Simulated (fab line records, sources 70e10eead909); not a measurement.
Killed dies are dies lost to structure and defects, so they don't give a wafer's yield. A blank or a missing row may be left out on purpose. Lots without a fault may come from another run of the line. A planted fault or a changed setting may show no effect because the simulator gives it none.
Problem report in the 8D (eight disciplines) form, filled by code | flow nand_harc | the parts of the form that need people (team, actions taken, sign-off) are left out

1. THE PROBLEM
raw_defect_count at NHARC_P_GATE_INSPECT_68 reads a mean of 532 on 1 wafer of 1 lot; wafers without a fault read 198 with a standard deviation of 72. That is +4.6 standard deviations from the usual mean.
First seen on wafer L940.5, day 9 09:23, on defect_inspect-01. The record holds 13 wafers of 5 lots with a number at this step. Rule for "out", or "out of limits": more than 4 standard deviations from the usual mean. The other wafers with a number count as sound.

2. WHAT IT IS AND WHAT IT IS NOT
question                    | is                     | is not
which readings at this step | raw_defect_count       | -
which lots                  | L940                   | L925, L928, L938, L939
which wafers of those lots  | all that have a number | -
read on which gauges        | defect_inspect-01      | defect_inspect-02
when                        | from day 9 09:23       | up to then (12 sound wafers)

3. SUSPECTS, AND WHAT RULES EACH OUT
Counting: a tool at a process step up to the reading stays a suspect if it ran every lot that is out and no sound lot after the first of them.
- the gauge at NHARC_P_GATE_INSPECT_68: ruled out. All the wafers that are out were read on defect_inspect-01, but those of them that NHARC_END_SORT_01 has rows for are out there too, on other tools.
- rie_diel-11 at NHARC_P_GATE_STRIP_108 (strips in O2): kept. It ran the lot that is out, L940 (day 8 15:26), and no sound lot after that; its last sound lot up to then is L939 (day 8 14:39).
- rie_diel-03 at NHARC_P_GATE_ETCHBACK_37 (etches the open film in CHF3/O2, target depth 34.5 nm, time 17.2 s): kept. It ran the lot that is out, L940 (day 9 01:45), and no sound lot after that; its last sound lot up to then is L939 (day 9 01:32). NHARC_P_GATE_ETCHBACK_37 gives no start for some lots, so the hours and the order of its lots are those of NHARC_P_GATE_PRECLEAN_99.
- wet_bench-07 at NHARC_P_GATE_PRECLEAN_99 (cleans in SC1): kept. It ran the lot that is out, L940 (day 9 01:45), and no sound lot after that; its last sound lot up to then is L938 (day 8 13:52).
- rie_diel-12 at NHARC_P_GATE_DESCUM_48 (chemistry O2, time 3 s): kept. It ran the lot that is out, L940 (day 9 02:43), and no sound lot after that; its last sound lot up to then is L939 (day 9 02:32).
- plasma_asher-02 at NHARC_P_GATE_STRIP_75 (strips in O2): kept. It ran the lot that is out, L940 (day 9 03:31), and no sound lot after that; its last sound lot up to then is L925 (day 5 07:34).
- plasma_asher-02 at NHARC_P_GATE_STRIP_112 (strips in N2/H2, time 200 s): kept. It ran the lot that is out, L940 (day 9 05:10), and no sound lot after that; its last sound lot up to then is L939 (day 9 04:45).
Left after counting: rie_diel-11 at NHARC_P_GATE_STRIP_108, rie_diel-03 at NHARC_P_GATE_ETCHBACK_37, wet_bench-07 at NHARC_P_GATE_PRECLEAN_99, rie_diel-12 at NHARC_P_GATE_DESCUM_48, plasma_asher-02 at NHARC_P_GATE_STRIP_75, plasma_asher-02 at NHARC_P_GATE_STRIP_112.

4. THE CAUSE (what the simulator had put in)
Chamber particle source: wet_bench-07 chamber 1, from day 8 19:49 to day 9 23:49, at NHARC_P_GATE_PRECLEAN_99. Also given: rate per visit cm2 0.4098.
Counting left 6 suspects, and this tool is among them.

5. THE CHAIN OF EFFECTS, in route order
Each row: a reading whose mean over the struck wafers that have a number lies more than 3 standard deviations from the usual. Only readings for which the record gives a usual standard deviation are gone through. hours: the time from each lot's start at the first step in this table that gives one to its start at this step, as a median over the lots. sigmas: the change in usual standard deviations.
hours | step                    | reading             | usual | on struck wafers | change | sigmas
0     | NHARC_P_GATE_INSPECT_68 | raw_defect_count    | 198   | 532              | +334   | +4.6
334   | NHARC_END_SORT_01       | killed_at_periphery | 3.6   | 56.0             | +52.4  | +18
334   | NHARC_END_SORT_01       | killed_dies         | 29    | 69               | +40    | +4.0

6. WHAT WOULD HAVE CAUGHT IT SOONER
In this record the first reading out of limits at a measuring or inspecting step was taken at day 9 09:23, 14 hours after the fault began at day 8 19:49.
All the lots that are out (1) had begun NHARC_P_GATE_PRECLEAN_99 on wet_bench-07 by day 9 09:23. A hold on the tool at that time would have spared none of them.
